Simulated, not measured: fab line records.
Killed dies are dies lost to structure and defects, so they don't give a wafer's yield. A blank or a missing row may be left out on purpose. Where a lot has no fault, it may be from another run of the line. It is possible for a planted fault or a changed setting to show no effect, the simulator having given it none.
A struck lot beside a sound one | flow nand harc | 15 out of 1159 route steps
Sound: wafers L153.1, L153.5, L153.6. Struck: wafer L156.3. Last of all comes the cause.
Order at every step that has rows: each side's tool, ch and its chambers, its first start. Under that, the readings that differ: sound wafers | struck wafers | difference of the means | sigmas: that difference in standard deviations of wafers without a fault.
alike: a reading whose means differ by less than 2 such deviations, as well as words and numbers matching on both sides. not compared: withheld readings; readings where some wafer has no value; bounds like >300 that might hide an equal value; numbers whose values overlap and for which the record gives no deviation.
Wherever a step has rows on one side only, a row that says differs or no value, or a row with sigmas, the two part there. When numbers do not overlap yet have no deviation, they are printed without sigmas and do not part them. A reading missing from all wafers of one side parts the sides only when that side holds two or more wafers.

first, 7 steps without rows for these wafers: NHARC_P_BONDPAD_COAT_36 (time 65 s); NHARC_P_BONDPAD_COAT_03 (resist thk 600 nm); NHARC_P_BONDPAD_SOFTBAKE_04 (time 70 s); NHARC_P_BONDPAD_EBR_05; NHARC_P_BONDPAD_EXPOSE_06 (exposes mask P BPAD); NHARC_P_BONDPAD_PEB_07 (peb time 80 s); NHARC_P_BONDPAD_DEVELOP_08 (time 50 s).
NHARC_P_BONDPAD_CD_MEAS_09: the cd target is 500 nm.
  sound on cd sem-02 ch 0, day 7 09:34; struck on cd sem-01 ch 0, day 8 11:25
  alike: cd nm
NHARC_P_BONDPAD_OVL_MEAS_38:
  sound on overlay-02 at day 7 09:39; struck on overlay-01 at day 8 11:30
  alike: overlay x nm, overlay y nm
then, 1 step without rows for these wafers: NHARC_P_BONDPAD_HARDBAKE_10 (time 65 s).
NHARC_P_BONDPAD_DESCUM_11: chemistry O2, time 3 s.
  sound on rie diel-03 ch 0,1,3, day 7 09:48; struck on rie diel-03 ch 3, day 8 11:38
  reading               | sound             | struck | difference | sigmas
  oes product au (a.u.) | 0.968 1.021 1.030 | 0.966  | -0.040     | -2
  alike: drypump motor current A, rf vpp V, showerhead plenum p Torr, throttle valve pct
  not compared: rf hours counter h
NHARC_P_BONDPAD_ETCH_37: etches the open film in N2/H2, target depth 60 nm, overetch 18 nm, time 65.91 s.
  sound on rie diel-03 ch 2,3, day 7 09:52; struck on rie diel-03 ch 2, day 8 11:43
  reading                | sound                | struck | difference | sigmas
  throttle valve pct (%) | 14.165 14.172 14.161 | 14.190 | +0.024     | +3
  alike: drypump motor current A, n2 flow sccm, oes product au, rf fwd power W, rf vpp V, showerhead plenum p Torr
  not compared: rf hours counter h
NHARC_P_BONDPAD_ETCH_12: etches the open film in CHF3/O2, target depth 200 nm, time 100 s.
  sound on rie diel-03 ch 0,3, day 7 09:58; struck on rie diel-03 ch 0, day 8 11:49
  reading               | sound             | struck | difference | sigmas
  oes product au (a.u.) | 0.929 0.891 0.930 | 0.713  | -0.204     | -8
  rf fwd power W (W)    | 495.2 494.2 495.7 | 295.7  | -199.3     | -99 or more
  alike: drypump motor current A, rf vpp V, showerhead plenum p Torr, throttle valve pct
  not compared: rf hours counter h
NHARC_P_BONDPAD_CD_MEAS_13:
  sound on cd sem-03 at day 7 10:05; struck on cd sem-02 at day 8 11:56
  alike: cd nm
-- jump in the record: it breaks off in module P_BONDPAD and resumes in module END (first step shown: number 1159 of the route), and 14 days separate the struck wafers' starts before and after --
NHARC_END_SORT_01:
  only the struck wafers appear in the record here, on prober-02 ch 0 at day 22 00:11; the sound ones have no rows

== WHERE THEY PART ==
Last at NHARC_END_SORT_01 as far as this record goes, first at NHARC_P_BONDPAD_DESCUM_11.

WHY: whatever the simulator had introduced
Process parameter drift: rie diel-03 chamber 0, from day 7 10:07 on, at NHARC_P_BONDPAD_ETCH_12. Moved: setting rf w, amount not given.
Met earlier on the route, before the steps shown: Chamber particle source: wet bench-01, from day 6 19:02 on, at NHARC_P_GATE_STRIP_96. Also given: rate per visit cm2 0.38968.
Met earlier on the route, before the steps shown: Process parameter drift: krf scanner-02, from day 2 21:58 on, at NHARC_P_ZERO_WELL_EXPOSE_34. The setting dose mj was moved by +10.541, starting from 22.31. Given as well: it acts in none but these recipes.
